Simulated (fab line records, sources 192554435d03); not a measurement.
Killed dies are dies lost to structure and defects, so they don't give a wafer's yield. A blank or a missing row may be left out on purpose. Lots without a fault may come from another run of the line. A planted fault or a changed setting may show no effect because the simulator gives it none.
Chamber matching | flow n5_finfet | N5_BEOL_M14_STRIP_37 on rie_diel-04: 4 sister chambers
The step strips in O2. 27 wafers are shown with their chamber, then 12 later ones without.

WAFERS WITH THEIR CHAMBER
wafer  | chamber | throttle_valve_pct (%) | showerhead_plenum_p_Torr (Torr) | drypump_motor_current_A (A)
L076.2 | 1       | 16.52                  | 2.13                            | 5.4
L076.5 | 2       | 16.38                  | 2.04                            | 5.8
L076.6 | 3       | 16.87                  | 2.16                            | 6.4
L078.2 | 1       | 16.57                  | 2.12                            | 5.3
L078.3 | 0       | 16.08                  | 2.04                            | 5.2
L078.6 | 1       | 16.54                  | 2.12                            | 5.3
L080.1 | 1       | 16.55                  | 2.12                            | 5.4
L080.4 | 0       | 16.08                  | 2.03                            | 5.2
L080.5 | 3       | 16.85                  | 2.16                            | 6.5
L082.1 | 2       | 16.38                  | 2.03                            | 5.8
L082.2 | 1       | 16.56                  | 2.12                            | 5.4
L082.4 | 0       | 16.08                  | 2.03                            | 5.2
L081.3 | 0       | 16.09                  | 2.03                            | 5.2
L081.4 | 2       | 16.39                  | 2.03                            | 5.8
L081.6 | 0       | 16.08                  | 2.03                            | 5.2
L083.1 | 0       | 16.10                  | 2.03                            | 5.2
L083.2 | 1       | 16.56                  | 2.12                            | 5.4
L083.3 | 2       | 16.39                  | 2.03                            | 5.8
L083.4 | 0       | 16.08                  | 2.03                            | 5.2
L083.5 | 2       | 16.37                  | 2.03                            | 5.8
L083.6 | 1       | 16.55                  | 2.12                            | 5.4
L087.3 | 2       | 16.41                  | 2.03                            | 5.7
L087.4 | 2       | 16.40                  | 2.03                            | 5.8
L087.5 | 0       | 16.09                  | 2.03                            | 5.2
L093.1 | 1       | 16.62                  | 2.11                            | 5.4
L093.2 | 2       | 16.44                  | 2.02                            | 5.8
L093.3 | 0       | 16.11                  | 2.02                            | 5.3

SIGNATURES (means of the wafers above)
reading                  | chamber 0 | chamber 1 | chamber 2 | chamber 3 | scatter within a chamber
throttle_valve_pct       | 16.0878   | 16.5587   | 16.3950   | 16.8600   | 0.0213
showerhead_plenum_p_Torr | 2.0300    | 2.1200    | 2.0300    | 2.1600    | 0.00511
drypump_motor_current_A  | 5.211     | 5.375     | 5.787     | 6.450     | 0.0405
Rule: a wafer's distance from a chamber is the root of the sum, over the readings, of the square of ((its reading less the chamber's mean) divided by the reading's scatter). The wafer belongs to the nearest chamber; if the next one is less than 2 further off, it can't be placed. The scatter: the root of (the sum of the squares of (reading less its chamber's mean) over the shown wafers, divided by (wafers less chambers)).

WAFERS WITHOUT THEIR CHAMBER
wafer  | throttle_valve_pct (%) | showerhead_plenum_p_Torr (Torr) | drypump_motor_current_A (A)
L093.4 | 16.41                  | 2.02                            | 5.8
L093.5 | 16.16                  | 2.03                            | 5.2
L093.6 | 16.59                  | 2.11                            | 5.4
L092.1 | 16.37                  | 2.02                            | 5.7
L092.2 | 16.11                  | 2.02                            | 5.2
L092.3 | 16.59                  | 2.11                            | 5.4
L092.4 | 16.61                  | 2.11                            | 5.4
L092.5 | 16.14                  | 2.03                            | 5.2
L092.6 | 16.42                  | 2.02                            | 5.7
L094.3 | 16.17                  | 2.02                            | 5.2
L094.5 | 16.11                  | 2.02                            | 5.2
L094.6 | 16.64                  | 2.11                            | 5.4

WHICH CHAMBER EACH WENT THROUGH
wafer  | from the rows above | in truth
L093.4 | 2                   | 2
L093.5 | 0                   | 0
L093.6 | 1                   | 1
L092.1 | 2                   | 2
L092.2 | 0                   | 0
L092.3 | 1                   | 1
L092.4 | 1                   | 1
L092.5 | 0                   | 0
L092.6 | 2                   | 2
L094.3 | 0                   | 0
L094.5 | 0                   | 0
L094.6 | 1                   | 1
Placed correctly: 12 of 12. Can't be placed from these rows: 0. Placed wrongly: 0.
